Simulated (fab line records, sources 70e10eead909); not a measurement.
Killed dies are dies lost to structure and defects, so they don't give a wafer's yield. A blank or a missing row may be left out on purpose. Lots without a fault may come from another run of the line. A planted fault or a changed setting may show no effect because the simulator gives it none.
A struck lot beside a sound one | flow nand_harc | 13 steps out of a route of 1302
Sound: wafers L453.2, L453.3, L453.5. Struck: wafers L455.4, L455.5, L455.6. The cause comes at the end.
At each step with rows: each side's tool, then ch and its chambers, then its first start. Under that, the readings that differ: sound wafers | struck wafers | difference of the means | sigmas: that difference in standard deviations of wafers without a fault.
alike: readings whose means differ by less than 2 such deviations, and words and numbers that are the same on both sides. not compared: withheld readings, readings that some wafer has no value for, bounds like >300 that may hide the same value, and numbers for which the record gives no deviation and whose values overlap.
The two part at a step that has a row with sigmas, a row that says differs or no value, or rows on one side only. Numbers that don't overlap but have no deviation are shown without sigmas and don't part them. A reading that every wafer of one side lacks parts them only if that side has two wafers or more.

first, 1 step without rows for these wafers: NHARC_A_WL_FILL_ANNEAL_08 (time 1800 s).
NHARC_A_WL_FILL_ALD_10: deposits SiO2, target thk 50 nm, pulse time 10 s, ald cycles 500.
  sound on ald_hk-04 ch 1,2, day 24 07:37; struck on ald_hk-04 ch 0,2,3, day 25 05:29
  alike: heater_power_outer_w, heater_power_w, precursor_pulse_height_rel
NHARC_A_WL_FILL_ETCHBACK_16: etches the open film in C4F8/O2/Ar, target depth 120 nm, time 24 s.
  sound on rie_diel-02 ch 1,2,3; struck on rie_diel-03 ch 0,1,3
  alike: oes_product_au, rf_vpp_V
  not compared: rf_hours_counter_h
NHARC_A_WL_FILL_STRIP_29: strips in O2, time 20 s.
  sound on rie_diel-02 ch 0,1,2, day 24 11:52; struck on rie_diel-03 ch 0,1,3, day 25 09:13
  alike: drypump_motor_current_A, oes_product_au, rf_vpp_V, showerhead_plenum_p_Torr, throttle_valve_pct
  not compared: rf_hours_counter_h
then, 4 steps without rows for these wafers: NHARC_A_WL_FILL_ETCHBACK_17 (etches the open film in Cl2/BCl3, target depth 4 nm, time 26.7 s); NHARC_A_WL_FILL_PRECLEAN_18 (cleans in dHF, time 30 s); NHARC_A_WL_FILL_SRD_21; NHARC_A_WL_FILL_CVD_23 (deposits poly-Si, target thk 40 nm, time 800 s).
NHARC_A_WL_FILL_ETCHBACK_26: etches the open film in HBr, target depth 52 nm, time 13.3 s.
  sound on rie_si-01 ch 1,2, day 24 17:10; struck on rie_si-06 ch 1,2, day 25 14:19
  alike: drypump_motor_current_A, oes_product_au, throttle_valve_pct
  not compared: rf_hours_counter_h
then, 2 steps without rows for these wafers: NHARC_A_WL_FILL_PRECLEAN_30 (cleans in dHF, time 10 s); NHARC_A_WL_FILL_SRD_14.
NHARC_A_WL_FILL_ALD_19: deposits TiN, target thk 2 nm, pulse time 3 s, ald cycles 100.
  sound on ald_metal-02 ch 0,2,3, day 24 17:26; struck on ald_metal-04 ch 0,1,3, day 25 14:38
  no value came back on the struck wafers for any of 5 readings (ald_cycles, heater_power_outer_w (W) and others); on the sound wafers ald_cycles reads 100 100 100
NHARC_A_WL_FILL_CVD_20: deposits W, target thk 100 nm, time 74 s.
  sound on cvd_w-01 ch 0,1; struck on cvd_w-01 ch 0,1
  alike: heater_power_w, mfc_wf6_sccm, throttle_valve_pct

WHERE THEY PART
Only at NHARC_A_WL_FILL_ALD_19, within this record. Later steps at which nothing parts them and some readings are alike: NHARC_A_WL_FILL_CVD_20.

WHY: what the simulator had put in
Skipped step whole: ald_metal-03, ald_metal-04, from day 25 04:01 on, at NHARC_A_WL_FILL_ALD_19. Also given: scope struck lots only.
